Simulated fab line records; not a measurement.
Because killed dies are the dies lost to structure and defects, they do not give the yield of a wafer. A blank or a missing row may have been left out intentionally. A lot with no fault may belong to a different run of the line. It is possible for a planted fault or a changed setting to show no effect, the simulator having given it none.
fab line records	flow nand_harc
record: lots: 24	wafers: 72	last_day: 26
route steps=1159 shown A_M0@1013 A_M1@1044 A_BONDPAD@1072
lots that met no fault: from a run of the same line without faults
start_h: hours from the record's first day to the start of the lot's first wafer shown	wait_h: how many hours have passed since the lot's step before this one	" the same as in the row above	L1.1+2: a single row standing in for several wafers	- either no value or no given start	* or withheld: withheld	< > ~ a bound
route shown NAME@n: names a module that has steps shown in the file, with the first one's number in the route	usual: mean/standard deviation taken from wafers without a fault	same: alike in all rows	chamber/n: place in a boat	sites: each site's reading	_std_site: how widely they spread, as a standard deviation	_edge_site: inner sites' mean taken away from outer sites' mean	radius_mm: how far each site lies from the wafer's centre	mask NAME#n: copy n	behind: the most recent tool/chamber to have shaped the wafer	hold: reason for holding the lot/hours on hold/outcome of the hold	device: which transistor (n, p or np) failed to switch	end of line: at the end of the route, the tests of the same wafers	a step with no rows: only its recipe	killed: not the wafer's yield, but the dies lost to structure and defects at the first sort	map: a wafer's dies, marking killed ones x, the rest . and places with no die _
set.NAME: setting as actually run; set.NAME@STEP: the setting as run at that earlier step	model.NAME: the simulator's own value behind a step, which no gauge read
steps of the route over a sample of lots; a table a step, a row a wafer
services: a tool's chamber out of use, with start hour (start_h, from the record's first day; less than 0 if before it), hours out, and reason
== steps ==
step: NHARC_A_M0_DEGAS_28
recipe: temp_c: 250	time_s: 60
usual: heater_power_w: 342/43
lot.wafer	tool	chamber	start_h	wait_h	heater_power_w
L074.4	pvd_sputter-01	-	390.86	-	335
L074.3	"	-	"	"	349
L074.5	"	-	"	"	343
L077.2	pvd_sputter-03	-	406.56	-	375
L077.1	"	-	"	"	340
L077.5	"	-	"	"	314
L075.3	pvd_sputter-03	-	407.18	-	321
L075.4	"	-	"	"	332
L075.5	"	-	"	"	315
L076.3	pvd_sputter-03	-	411.31	-	313
L076.4	"	-	"	"	371
L076.1	"	-	"	"	331
L078.2	pvd_sputter-02	-	420.67	-	291
L078.4	"	-	"	"	302
L078.1	"	-	"	"	452
L080.2	pvd_sputter-01	-	431.19	-	322
L080.3	"	-	"	"	343
L080.5	"	-	"	"	324
L079.2	pvd_sputter-01	-	446.17	-	334
L079.4	"	-	"	"	356
L079.5	"	-	"	"	323
L081.4	pvd_sputter-02	-	450.25	-	289
L081.6	"	-	"	"	333
L081.5	"	-	"	"	282
L083.2	pvd_sputter-02	-	450.65	-	305
L083.4	"	-	"	"	339
L083.3	"	-	"	"	297
L084.2	pvd_sputter-01	-	455.35	-	334
L084.4	"	-	"	"	354
L084.6	"	-	"	"	322
L082.3	pvd_sputter-03	-	456.05	-	329
L082.6	"	-	"	"	331
L082.5	"	-	"	"	311
L087.4	pvd_sputter-01	-	471.92	-	341
L087.2	"	-	"	"	323
L087.6	"	-	"	"	360
L085.2	pvd_sputter-03	-	472.15	-	368
L085.4	"	-	"	"	335
L085.6	"	-	"	"	307
L086.3	pvd_sputter-02	-	476.43	-	301
L086.2	"	-	"	"	454
L086.6	"	-	"	"	300
L089.4	pvd_sputter-03	-	476.83	-	336
L089.2	"	-	"	"	385
L089.5	"	-	"	"	334
L090.2	pvd_sputter-01	-	500.67	-	334
L090.5	"	-	"	"	336
L090.6	"	-	"	"	357
L088.1	pvd_sputter-03	-	504.03	-	382
L088.2	"	-	"	"	325
L088.5	"	-	"	"	383
L091.2	pvd_sputter-02	-	507.39	-	331
L091.3	"	-	"	"	300
L091.6	"	-	"	"	458
L092.1	pvd_sputter-01	-	507.72	-	340
L092.4	"	-	"	"	327
L092.3	"	-	"	"	314
L094.3	pvd_sputter-02	-	526.58	-	303
L094.1	"	-	"	"	466
L094.2	"	-	"	"	330
L093.2	pvd_sputter-01	-	526.85	-	331
L093.1	"	-	"	"	352
L093.5	"	-	"	"	353
L095.3	pvd_sputter-03	-	539.02	-	367
L095.2	"	-	"	"	342
L095.6	"	-	"	"	315
L096.3	pvd_sputter-02	-	546.25	-	456
L096.2	"	-	"	"	335
L096.6	"	-	"	"	466
L097.2	pvd_sputter-02	-	581.30	-	436
L097.4	"	-	"	"	300
L097.6	"	-	"	"	428
step: NHARC_A_M1_ETCH_28
recipe: target_depth_a: 300	over_etch_frac: 0.3	time_s: 72.99	ion_energy_ev: 150	cf4_flow_sccm: 50	n2_flow_sccm: 100	ar_flow_sccm: 150	rf_w: 300	bias_w: 100	chemistry: CF4/N2
usual: drypump_motor_current_A: 5.7/0.4	oes_product_au: 1.000/0.011	rf_vpp_V: 314.5/2.3	showerhead_plenum_p_Torr: 2.65/0.13	throttle_valve_pct: 19.795/0.0092
same: over_etch_frac: 0.3
lot.wafer	tool	chamber	start_h	wait_h	drypump_motor_current_A	oes_product_au	rf_hours_counter_h	rf_vpp_V	showerhead_plenum_p_Torr	throttle_valve_pct
L074.3	rie_diel-10	3	-	-	6.2	0.999	2	310.9	2.46	19.798
L074.4	"	0	"	"	6.3	1.005	2	317.3	2.77	19.794
L074.5	"	3	"	"	6.2	1.000	-	311.4	2.46	19.809
L077.2	rie_diel-10	2	-	-	5.3	1.012	3	315.7	2.73	19.817
L077.1	"	3	"	"	6.2	1.010	3	310.4	2.46	19.794
L077.5	"	2	"	"	5.3	1.017	-	315.6	2.73	19.803
L075.3	rie_diel-04	1	-	-	6.5	0.992	9	310.4	2.46	19.795
L075.4	"	3	"	"	5.1	0.995	8	314.8	2.62	19.798
L075.5	"	1	"	"	6.5	1.004	-	311.2	2.46	19.807
L076.4	rie_diel-08	1	-	-	5.5	0.980	2	315.4	2.81	19.786
L076.3	"	2	"	"	5.2	1.020	3	316.3	2.70	19.811
L076.1	"	3	"	"	5.6	1.006	2	310.7	2.47	19.796
L078.1	rie_diel-08	3	-	-	5.6	0.993	2	312.3	2.47	19.797
L078.2	"	0	"	"	5.9	1.015	2	315.8	2.78	19.777
L078.4	"	3	"	"	5.6	1.002	-	311.7	2.47	19.786
L080.2	rie_diel-10	0	-	-	6.2	1.002	7	317.1	2.77	19.789
L080.3	"	2	"	"	5.3	1.015	6	317.3	2.73	19.775
L080.5	"	3	"	"	6.2	0.990	-	310.1	2.46	19.800
L079.2	rie_diel-04	3	-	-	5.1	0.994	10	314.3	2.62	19.790
L079.4	"	0	"	"	6.0	0.993	11	313.7	2.57	19.790
L079.5	"	2	"	"	5.8	0.988	-	311.3	2.50	19.797
L081.4	rie_diel-08	3	-	-	5.6	1.001	3	313.0	2.47	19.787
L081.6	"	1	"	"	5.6	0.985	-	317.3	2.81	19.785
L081.5	"	2	"	"	5.3	1.000	-	314.6	2.70	19.795
L083.4	rie_diel-08	2	-	-	5.2	0.995	4	313.7	2.70	19.793
L083.3	"	3	"	"	5.6	0.992	3	311.8	2.47	19.801
L083.2	"	0	"	"	5.8	1.018	3	316.1	2.78	19.812
L084.2	rie_diel-08	3	-	-	5.6	1.006	3	312.9	2.47	19.799
L084.4	"	2	"	"	5.3	1.008	4	314.9	2.70	19.782
L084.6	"	3	"	"	5.6	0.995	-	311.3	2.47	19.793
L082.3	rie_diel-08	2	-	-	5.2	0.993	4	316.4	2.70	19.797
L082.5	"	1	"	"	5.5	0.986	-	316.0	2.81	19.820
L082.6	"	2	"	"	5.2	1.005	-	315.2	2.70	19.792
L087.4	rie_diel-04	3	-	-	5.1	1.005	0	313.4	2.62	19.801
L087.2	"	1	"	"	6.5	1.005	0	310.5	2.46	19.800
L087.6	"	0	"	"	6.0	0.996	-	313.9	2.57	19.802
L085.4	rie_diel-08	3	-	-	5.6	0.998	4	311.8	2.47	19.790
L085.2	"	2	"	"	5.3	1.013	4	315.3	2.70	19.785
L085.6	"	3	"	"	5.6	1.007	-	310.6	2.47	19.798
L086.2	rie_diel-04	2	-	-	5.8	1.010	1	309.6	2.50	19.803
L086.3	"	3	"	"	5.1	0.998	1	314.9	2.62	19.796
L086.6	"	2	"	"	5.8	1.012	-	312.4	2.50	19.789
L089.4	rie_diel-10	1	-	-	5.7	1.009	10	316.1	2.75	19.801
L089.2	"	0	"	"	6.3	1.002	9	315.5	2.77	19.805
L089.5	"	1	"	"	5.7	1.003	-	316.2	2.75	19.812
L090.2	rie_diel-08	3	-	-	5.6	0.988	0	312.1	2.47	19.795
L090.6	"	3	"	"	5.6	0.997	-	312.2	2.47	19.787
L090.5	"	0	"	"	5.9	1.002	-	316.7	2.78	19.791
L088.1	rie_diel-08	1	-	-	5.5	0.991	0	317.9	2.81	19.803
L088.2	"	3	"	"	5.6	0.984	0	312.5	2.47	19.796
L088.5	"	2	"	"	5.2	0.992	-	315.0	2.70	19.799
L091.2	rie_diel-04	3	-	-	5.1	0.996	3	313.3	2.61	19.792
L091.3	"	0	"	"	6.0	0.984	3	313.6	2.57	19.799
L091.6	"	3	"	"	5.1	0.984	-	314.0	2.61	19.776
L092.1	rie_diel-10	0	-	-	6.3	0.996	12	316.7	2.77	19.773
L092.3	"	1	"	"	5.7	1.005	12	316.3	2.75	19.786
L092.4	"	2	"	"	5.3	1.010	11	316.0	2.73	19.805
L094.1	rie_diel-08	0	-	-	5.9	1.018	1	315.4	2.78	19.798
L094.3	"	1	"	"	5.5	0.993	1	316.6	2.81	19.791
L094.2	"	2	"	"	5.2	1.001	1	315.4	2.70	19.775
L093.1	rie_diel-04	2	-	-	5.8	0.993	4	310.6	2.50	19.799
L093.2	"	3	"	"	5.1	0.987	4	313.6	2.61	19.797
L093.5	"	0	"	"	6.0	0.985	-	313.0	2.57	19.806
L095.3	rie_diel-10	1	-	-	5.7	0.998	0	317.0	2.75	19.791
L095.2	"	3	"	"	6.1	1.007	0	311.5	2.45	19.785
L095.6	"	0	"	"	6.2	0.991	-	317.4	2.77	19.782
L096.2	rie_diel-10	1	-	-	5.7	0.997	0	315.8	2.75	19.791
L096.3	"	3	"	"	6.1	1.012	0	311.6	2.45	19.798
L096.6	"	1	"	"	5.7	1.006	-	316.7	2.75	19.793
L097.4	rie_diel-10	3	-	-	6.2	1.006	2	311.3	2.45	19.785
L097.2	"	0	"	"	6.2	0.997	3	317.4	2.76	19.799
L097.6	"	0	"	"	6.3	1.006	-	314.8	2.76	19.809
step: NHARC_A_M1_CMP_23
recipe: t_overpolish_s: 20	target_thk_nm: 154.34
usual: motor_current_A: 11.7/1.1	slurry_flow_ml_min: 149.9/0.46	time_to_endpoint_s: 28.6/2.4
lot.wafer	tool	chamber	start_h	wait_h	motor_current_A	slurry_flow_ml_min	time_to_endpoint_s
L074.4	cmp-03	2	396.14	-	13.1	150.2	31.5
L074.3	"	0	"	"	11.7	149.0	23.4
L074.5	"	2	"	"	13.8	149.9	30.0
L077.1	cmp-03	2	413.05	-	12.9	150.3	29.2
L077.2	"	3	"	"	10.3	150.2	27.4
L077.5	"	0	"	"	12.8	150.1	23.9
L075.4	cmp-01	2	413.32	-	11.6	150.3	28.5
L075.3	"	0	"	"	11.2	150.6	25.1
L075.5	"	2	"	"	11.5	150.1	29.5
L076.3	cmp-03	0	416.78	-	11.8	150.0	27.5
L076.4	"	2	"	"	12.8	150.4	28.8
L076.1	"	3	"	"	10.4	149.5	28.5
L078.4	cmp-01	3	426.14	-	11.9	150.1	27.8
L078.1	"	0	"	"	12.1	149.6	28.7
L078.2	"	1	"	"	11.9	149.7	30.3
L080.3	cmp-03	0	436.45	-	11.9	149.4	23.1
L080.2	"	3	"	"	10.7	149.0	26.1
L080.5	"	0	"	"	11.7	150.0	23.1
L079.4	cmp-02	2	452.05	-	12.9	150.5	27.0
L079.2	"	3	"	"	11.2	149.9	26.8
L079.5	"	3	"	"	11.3	150.2	26.1
L081.4	cmp-02	1	456.09	-	12.0	149.4	34.1
L081.5	"	1	"	"	12.2	149.8	32.3
L081.6	"	2	"	"	13.5	150.0	31.7
L083.4	cmp-02	1	457.05	-	12.1	149.0	30.9
L083.2	"	2	"	"	14.0	149.5	31.3
L083.3	"	3	"	"	10.1	149.8	27.9
L084.2	cmp-02	2	460.56	-	14.0	150.6	29.1
L084.4	"	3	"	"	10.9	149.4	26.7
L084.6	"	2	"	"	13.5	150.2	30.6
L082.3	cmp-02	0	461.98	-	10.1	149.8	26.1
L082.5	"	1	"	"	11.9	150.4	27.8
L082.6	"	2	"	"	12.8	149.8	26.9
L087.4	cmp-02	0	477.21	-	9.7	149.9	27.7
L087.2	"	1	"	"	11.4	149.3	35.0
L087.6	"	3	"	"	10.7	150.0	27.6
L085.4	cmp-02	3	478.03	-	10.9	149.7	26.9
L085.2	"	2	"	"	13.0	150.4	31.1
L085.6	"	0	"	"	10.4	149.5	27.7
L086.2	cmp-03	0	482.24	-	11.9	149.8	27.8
L086.3	"	1	"	"	12.9	150.3	31.1
L086.6	"	0	"	"	12.3	150.0	27.4
L089.2	cmp-02	3	482.39	-	9.9	149.8	27.6
L089.4	"	1	"	"	11.9	149.9	31.3
L089.5	"	3	"	"	11.5	150.5	28.1
L090.2	cmp-01	2	506.33	-	11.7	149.8	29.6
L090.5	"	3	"	"	11.1	149.8	26.0
L090.6	"	0	"	"	11.8	150.3	28.2
L088.1	cmp-02	2	509.33	-	13.0	149.3	31.7
L088.2	"	3	"	"	10.6	148.7	29.2
L088.5	"	1	"	"	11.9	149.9	29.4
L091.3	cmp-01	3	512.71	-	11.8	150.1	28.1
L091.2	"	0	"	"	11.0	149.5	24.7
L091.6	"	3	"	"	12.0	149.4	23.2
L092.1	cmp-03	3	513.00	-	10.5	150.5	30.1
L092.3	"	0	"	"	12.4	150.2	27.2
L092.4	"	1	"	"	12.9	150.0	31.9
L094.1	cmp-03	0	531.86	-	13.1	150.3	28.9
L094.2	"	1	"	"	12.1	149.5	30.4
L094.3	"	2	"	"	12.8	148.8	33.8
L093.2	cmp-01	3	532.20	-	12.0	150.2	29.0
L093.1	"	1	"	"	11.0	150.2	33.0
L093.5	"	3	"	"	11.7	150.0	30.0
L095.2	cmp-01	3	544.21	-	12.1	149.8	28.1
L095.3	"	2	"	"	12.0	150.2	30.2
L095.6	"	0	"	"	11.5	149.7	28.2
L096.2	cmp-03	1	551.60	-	12.7	150.5	26.5
L096.3	"	3	"	"	10.1	150.5	26.0
L096.6	"	2	"	"	12.4	150.5	27.7
L097.2	cmp-02	0	586.57	-	10.5	149.5	28.3
L097.4	"	1	"	"	11.6	150.0	30.0
L097.6	"	3	"	"	10.9	148.8	27.3
step: NHARC_A_BONDPAD_CD_MEAS_09
recipe: target_cd_nm: 500	landing_energy_ev: 500
usual: cd_nm: 500.1/1.8
lot.wafer	tool	chamber	start_h	wait_h	cd_nm
L074.3	cd_sem-01	0	398.55	-	499.1
L074.4	"	0	"	"	500.1
L074.5	"	0	"	"	500.1
L077.1	cd_sem-03	0	415.26	-	499.1
L077.2	"	0	"	"	499.2
L077.5	"	0	"	"	497.2
L075.3	cd_sem-02	0	415.74	-	500.1
L075.4	"	0	"	"	502.3
L075.5	"	0	"	"	503.2
L076.1	cd_sem-03	0	419.20	-	498.9
L076.3	"	0	"	"	501.4
L076.4	"	0	"	"	499.4
L078.1	cd_sem-02	0	428.98	-	501.7
L078.2	"	0	"	"	503.4
L078.4	"	0	"	"	502.4
L080.2	cd_sem-01	0	439.38	-	502.8
L080.3	"	0	"	"	500.4
L080.5	"	0	"	"	503.0
L079.2	cd_sem-01	0	454.35	-	499.6
L079.4	"	0	"	"	501.0
L079.5	"	0	"	"	501.6
L081.4	cd_sem-02	0	458.48	-	499.2
L081.5	"	0	"	"	501.9
L081.6	"	0	"	"	500.7
L083.2	cd_sem-01	0	459.30	-	502.4
L083.3	"	0	"	"	502.5
L083.4	"	0	"	"	502.5
L084.2	cd_sem-01	0	462.97	-	499.5
L084.4	"	0	"	"	501.3
L084.6	"	0	"	"	502.5
L082.3	cd_sem-01	0	464.37	-	502.6
L082.5	"	0	"	"	500.2
L082.6	"	0	"	"	500.3
L087.2	cd_sem-03	0	480.37	-	502.7
L087.4	"	0	"	"	502.5
L087.6	"	0	"	"	501.9
L085.2	cd_sem-02	0	480.53	-	501.3
L085.4	"	0	"	"	499.8
L085.6	"	0	"	"	500.0
L086.2	cd_sem-03	0	484.65	-	497.0
L086.3	"	0	"	"	498.3
L086.6	"	0	"	"	501.8
L089.2	cd_sem-01	0	484.81	-	497.8
L089.4	"	0	"	"	498.4
L089.5	"	0	"	"	500.3
L090.2	cd_sem-03	0	508.79	-	498.3
L090.5	"	0	"	"	496.9
L090.6	"	0	"	"	498.4
L088.1	cd_sem-02	0	511.67	-	498.0
L088.2	"	0	"	"	498.7
L088.5	"	0	"	"	499.6
L091.2	cd_sem-02	0	515.08	-	499.1
L091.3	"	0	"	"	499.2
L091.6	"	0	"	"	496.1
L092.1	cd_sem-02	0	515.27	-	499.7
L092.3	"	0	"	"	499.6
L092.4	"	0	"	"	501.8
L094.1	cd_sem-03	0	534.26	-	499.6
L094.2	"	0	"	"	498.8
L094.3	"	0	"	"	498.2
L093.1	cd_sem-01	0	534.67	-	500.1
L093.2	"	0	"	"	496.1
L093.5	"	0	"	"	499.1
L095.2	cd_sem-02	0	546.63	-	498.1
L095.3	"	0	"	"	501.9
L095.6	"	0	"	"	499.1
L096.2	cd_sem-03	0	558.16	-	499.9
L096.3	"	0	"	"	502.9
L096.6	"	0	"	"	499.3
L097.2	cd_sem-03	0	588.93	-	497.7
L097.4	"	0	"	"	495.0
L097.6	"	0	"	"	499.5
step: NHARC_A_BONDPAD_ANNEAL_28
recipe: temp_c: 225	time_s: 90
usual: anneal_temp_c_max: 225.73/0.21	wafer_temp_C_max: 226.31/0.29
lot.wafer	tool	chamber	start_h	wait_h	anneal_temp_c_max	wafer_temp_C_max
L074.3	rtp_anneal-01	0	400.53	-	225.54	226.19
L074.4	"	0	"	"	225.71	226.13
L074.5	"	0	"	"	225.64	226.41
L077.1	rtp_anneal-01	0	417.16	0.3	225.51	226.14
L077.2	"	0	"	"	225.31	225.91
L077.5	"	0	"	"	225.61	226.45
L075.3	rtp_anneal-02	0	417.78	0.4	225.74	226.23
L075.4	"	0	"	"	225.66	226.06
L075.5	"	0	"	"	225.77	226.28
L076.1	rtp_anneal-02	0	421.09	-	225.51	226.18
L076.3	"	0	"	"	225.77	226.08
L076.4	"	0	"	"	225.99	226.29
L078.1	rtp_anneal-01	0	431.07	-	225.88	225.96
L078.2	"	0	"	"	225.75	226.08
L078.4	"	0	"	"	225.48	226.07
L080.2	rtp_anneal-02	0	441.38	-	225.63	226.66
L080.3	"	0	"	"	225.65	226.41
L080.5	"	0	"	"	225.73	226.33
L079.2	rtp_anneal-02	0	456.44	-	225.90	226.41
L079.4	"	0	"	"	226.07	226.28
L079.5	"	0	"	"	226.00	226.32
L081.4	rtp_anneal-02	0	460.61	0.3	225.97	226.34
L081.5	"	0	"	"	225.82	226.43
L081.6	"	0	"	"	225.77	226.46
L083.2	rtp_anneal-02	0	461.29	0.4	226.16	226.86
L083.3	"	0	"	"	225.44	226.61
L083.4	"	0	"	"	225.83	226.32
L084.2	rtp_anneal-01	0	464.92	0.3	225.84	226.66
L084.4	"	0	"	"	225.59	226.82
L084.6	"	0	"	"	225.89	226.09
L082.3	rtp_anneal-01	0	466.38	-	225.67	226.18
L082.5	"	0	"	"	225.62	226.88
L082.6	"	0	"	"	225.61	226.28
L087.2	rtp_anneal-01	0	482.55	0.6	225.80	226.36
L087.4	"	0	"	"	225.46	226.33
L087.6	"	0	"	"	225.35	226.45
L085.2	rtp_anneal-02	0	482.60	-	225.51	226.28
L085.4	"	0	"	"	225.62	225.97
L085.6	"	0	"	"	225.59	226.25
L086.2	rtp_anneal-01	0	486.82	-	225.88	225.99
L086.3	"	0	"	"	225.79	226.26
L086.6	"	0	"	"	225.84	226.39
L089.2	rtp_anneal-02	0	486.98	-	225.81	225.91
L089.4	"	0	"	"	225.45	226.44
L089.5	"	0	"	"	225.64	226.59
L090.2	rtp_anneal-02	0	510.75	-	225.78	226.35
L090.5	"	0	"	"	225.70	227.22
L090.6	"	0	"	"	226.04	226.56
L088.1	rtp_anneal-01	0	513.57	-	225.83	225.99
L088.2	"	0	"	"	225.57	227.00
L088.5	"	0	"	"	225.74	225.79
L091.2	rtp_anneal-01	0	517.02	-	225.86	225.92
L091.3	"	0	"	"	225.89	226.22
L091.6	"	0	"	"	225.83	226.06
L092.1	rtp_anneal-01	0	517.28	0.4	225.74	226.48
L092.3	"	0	"	"	225.56	226.24
L092.4	"	0	"	"	225.75	226.00
L094.1	rtp_anneal-02	0	536.18	-	225.80	226.31
L094.2	"	0	"	"	225.70	226.55
L094.3	"	0	"	"	225.54	226.99
L093.1	rtp_anneal-01	0	536.60	-	225.72	225.84
L093.2	"	0	"	"	226.03	226.04
L093.5	"	0	"	"	225.84	225.97
L095.2	rtp_anneal-01	0	548.60	-	225.83	226.28
L095.3	"	0	"	"	225.98	226.09
L095.6	"	0	"	"	225.75	226.07
L096.2	rtp_anneal-02	0	560.10	-	225.76	226.04
L096.3	"	0	"	"	225.69	226.54
L096.6	"	0	"	"	225.69	226.53
L097.2	rtp_anneal-01	0	590.96	0.4	225.39	226.50
L097.4	"	0	"	"	225.72	226.50
L097.6	"	0	"	"	225.73	226.25
step: NHARC_A_BONDPAD_THK_MEAS_20
recipe: thk_meas_gauge: xrf
usual: thk_nm: 169.4/1.4
lot.wafer	tool	chamber	start_h	wait_h	thk_nm
L074.3	film_metro-01	-	401.12	-	167.4
L074.4	"	-	"	"	168.8
L074.5	"	-	"	"	169.0
L077.1	film_metro-01	-	417.84	-	166.6
L077.2	"	-	"	"	170.6
L077.5	"	-	"	"	172.9
L075.3	film_metro-01	-	418.34	-	169.3
L075.4	"	-	"	"	172.3
L075.5	"	-	"	"	171.1
L076.1	film_metro-02	-	421.75	-	169.3
L076.3	"	-	"	"	170.9
L076.4	"	-	"	"	169.5
L078.1	film_metro-02	-	431.74	-	170.4
L078.2	"	-	"	"	168.0
L078.4	"	-	"	"	169.9
L080.2	film_metro-01	-	441.98	-	169.7
L080.3	"	-	"	"	167.5
L080.5	"	-	"	"	169.2
L079.2	film_metro-02	-	457.05	-	169.6
L079.4	"	-	"	"	166.6
L079.5	"	-	"	"	169.9
L081.4	film_metro-02	-	461.13	-	166.8
L081.5	"	-	"	"	170.2
L081.6	"	-	"	"	170.3
L083.2	film_metro-01	-	461.91	-	170.1
L083.3	"	-	"	"	169.2
L083.4	"	-	"	"	171.3
L084.2	film_metro-02	-	465.53	-	167.0
L084.4	"	-	"	"	168.3
L084.6	"	-	"	"	167.7
L082.3	film_metro-01	-	466.94	-	171.6
L082.5	"	-	"	"	170.6
L082.6	"	-	"	"	169.1
L087.2	film_metro-01	-	483.18	-	168.7
L087.4	"	-	"	"	169.0
L087.6	"	-	"	"	168.6
L085.2	film_metro-02	-	483.23	-	168.3
L085.4	"	-	"	"	169.5
L085.6	"	-	"	"	171.6
L086.2	film_metro-01	-	487.43	-	170.1
L086.3	"	-	"	"	170.6
L086.6	"	-	"	"	168.6
L089.2	film_metro-01	-	487.60	-	171.1
L089.4	"	-	"	"	168.6
L089.5	"	-	"	"	169.9
L090.2	film_metro-01	-	511.37	-	168.3
L090.5	"	-	"	"	167.0
L090.6	"	-	"	"	171.1
L088.1	film_metro-02	-	514.23	-	171.0
L088.2	"	-	"	"	170.8
L088.5	"	-	"	"	172.3
L091.2	film_metro-01	-	517.65	-	169.3
L091.3	"	-	"	"	169.6
L091.6	"	-	"	"	169.1
L092.1	film_metro-01	-	517.95	-	170.6
L092.3	"	-	"	"	171.0
L092.4	"	-	"	"	168.5
L094.1	film_metro-02	-	536.85	-	168.3
L094.2	"	-	"	"	169.0
L094.3	"	-	"	"	168.0
L093.1	film_metro-02	-	537.28	-	170.9
L093.2	"	-	"	"	171.0
L093.5	"	-	"	"	171.6
L095.2	film_metro-02	-	549.21	-	169.4
L095.3	"	-	"	"	168.1
L095.6	"	-	"	"	167.8
L096.2	film_metro-01	-	560.72	-	168.7
L096.3	"	-	"	"	168.8
L096.6	"	-	"	"	171.2
L097.2	film_metro-02	-	591.57	-	167.6
L097.4	"	-	"	"	168.5
L097.6	"	-	"	"	167.5
== services ==
tool	chamber	start_h	hours	kind
cmp-03	-	367.63	4.0	pm
pvd_sputter-02	-	392.00	10.0	pm
cmp-02	-	423.18	4.0	pm
rie_diel-08	1	423.92	8.0	repair
rie_diel-08	-	434.03	0.6	repair
cmp-03	-	445.94	1.0	repair
pvd_sputter-03	-	458.10	10.0	pm
cmp-03	-	465.63	4.0	pm
rie_diel-08	-	478.80	9.0	pm
rie_diel-10	2	488.29	7.3	repair
rie_diel-10	3	495.17	2.7	repair
cmp-03	-	506.19	0.5	repair
pvd_sputter-01	-	514.06	10.0	pm
rie_diel-10	1	520.98	9.8	repair
cmp-02	-	521.18	4.0	pm
rie_diel-10	-	530.50	9.0	pm
cmp-02	-	543.82	3.1	repair
rie_diel-08	3	549.42	8.9	repair
pvd_sputter-02	-	555.14	9.6	repair
cmp-03	-	563.63	4.0	pm
pvd_sputter-02	-	570.01	10.0	pm
pvd_sputter-03	-	570.33	2.0	repair
cmp-03	-	580.68	1.8	repair
cmp-03	-	583.37	1.6	repair
== key ==
fault none
